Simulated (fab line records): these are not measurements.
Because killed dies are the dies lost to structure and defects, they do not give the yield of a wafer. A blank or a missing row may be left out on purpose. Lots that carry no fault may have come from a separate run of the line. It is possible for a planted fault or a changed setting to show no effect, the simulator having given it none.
Matching of chambers	flow n5Finfet	N5_DUMMY_GATE_ALD_02 on aldSin-04: 4 sister chambers
The step deposits SiO2, target thk 2 nm, pulse time 1 s. 14 wafers are shown with their chamber, then 7 later ones without.

WAFERS PAIRED WITH THEIR CHAMBERS
wafer	chamber	heaterPowerW (W)	precursorPulseHeightRel	susceptorTempC (C)
L075.1	0	366	1.023	299.99
L075.3	2	422	0.994	300.26
L075.5	0	359	1.000	299.84
L078.2	3	441	1.002	299.94
L078.3	2	433	1.028	300.20
L078.6	3	446	0.984	300.11
L083.1	1	463	0.975	299.84
L083.3	0	372	0.986	299.98
L083.5	1	436	0.983	300.21
L084.3	2	428	1.017	300.02
L084.4	1	446	1.000	300.24
L084.6	0	366	0.994	299.83
L089.2	1	466	0.979	300.01
L089.4	3	446	0.982	299.73

SIGNATURES (means of the wafers above)
reading	chamber 0	chamber 1	chamber 2	chamber 3	scatter within a chamber
heaterPowerW	365.75	452.75	427.67	444.33	8.77
precursorPulseHeightRel	1.00075	0.98425	1.01300	0.98933	0.014
susceptorTempC	299.9100	300.0750	300.1600	299.9267	0.152
Rule: for each reading, subtract the chamber's mean from the wafer's reading, divide by that reading's scatter and square the result; add these up over the readings and take the root, which gives the wafer's distance from the chamber. If the next closest chamber is less than 2 further off than the closest, the wafer can't be placed; otherwise it belongs to the closest. The scatter is the square root of a quotient: the sum, over the shown wafers, of each reading's squared deviation from its chamber's mean, divided by wafers minus chambers.

WAFERS WITH NO CHAMBER GIVEN
wafer	heaterPowerW (W)	precursorPulseHeightRel	susceptorTempC (C)
L089.5	427	1.039	300.18
L094.3	413	1.014	300.30
L094.5	449	1.003	300.27
L094.6	424	1.012	299.91
L095.1	377	1.053	299.88
L095.3	433	1.009	299.76
L095.6	463	1.002	300.13

CHAMBER TAKEN BY EACH
wafer	from the rows above	in truth
L089.5	2	2
L094.3	2	2
L094.5	can't be placed: 1 or 3 or 2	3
L094.6	can't be placed: 2 or 3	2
L095.1	0	0
L095.3	can't be placed: 3 or 2 or 1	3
L095.6	can't be placed: 1 or 3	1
Placed correctly: 3 of 7. These rows do not allow placing 4 (true chamber among the candidates in 4). Placed wrongly: 0.
